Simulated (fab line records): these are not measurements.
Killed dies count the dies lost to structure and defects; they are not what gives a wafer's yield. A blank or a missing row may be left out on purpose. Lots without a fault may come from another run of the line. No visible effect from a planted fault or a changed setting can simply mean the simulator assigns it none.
What tool caused it? ; flow n5Finfet ; 6 lots with 18 wafers sampled at 2 steps, on a route of 1938 steps

## WHAT EACH GAUGE READ, for each wafer
N5_BEOL_M11_THK_MEAS_01.
lot;measured;on;M11_ILD_THK (nm)
L500;day 12 22:50;filmMetro-02;270 270 274
L505;day 13 17:14;filmMetro-02;267 268 270
L507;day 14 15:56;filmMetro-01;262 264 266
L514;day 15 21:56;filmMetro-01;267 271 270
L519;day 17 18:37;filmMetro-02;267 274 272
L518;day 18 09:59;filmMetro-01;266 265 265

## WHAT TOOL EACH LOT RAN ON (gives the tool, then ch and the chambers of the sampled wafers, and finally the start)
lot;N5_BEOL_M10_CMP_52
L500;cmp-03 ch 0,2,3, day 12 21:47
L505;cmp-03 ch 0,1,2, day 13 16:13
L507;cmp-01 ch 0,1, day 14 14:51
L514;cmp-02 ch 1,2, day 15 20:53
L519;cmp-02 ch 0,1,2, day 17 17:31
L518;cmp-02 ch 0,2,3, day 18 08:28
- N5_BEOL_M10_CMP_52: polishes, stops on SiCOH lowk, t overpolish 7 s, target thk 140 nm.

## THE ANSWER, worked out from the rows above alone
Rule: the usual values come from the lots themselves. The widest of any qualifying gaps counts: lots, ordered by their means at a reading, are off when they make up no more than a third of the lots, leave a main group of 4 or more, and stand apart from it by 3 or more times the standard deviation of that group's means. Not used: any main group whose means are identical at the precision the tables above print for the reading. Also off: a lot with no number at a reading for which 4 or more lots have one. All remaining lots with rows at the step are treated as sound.
No lot is off on any of the readings shown, so nothing can be concluded from this.

## WHAT THE SIMULATOR PUT IN
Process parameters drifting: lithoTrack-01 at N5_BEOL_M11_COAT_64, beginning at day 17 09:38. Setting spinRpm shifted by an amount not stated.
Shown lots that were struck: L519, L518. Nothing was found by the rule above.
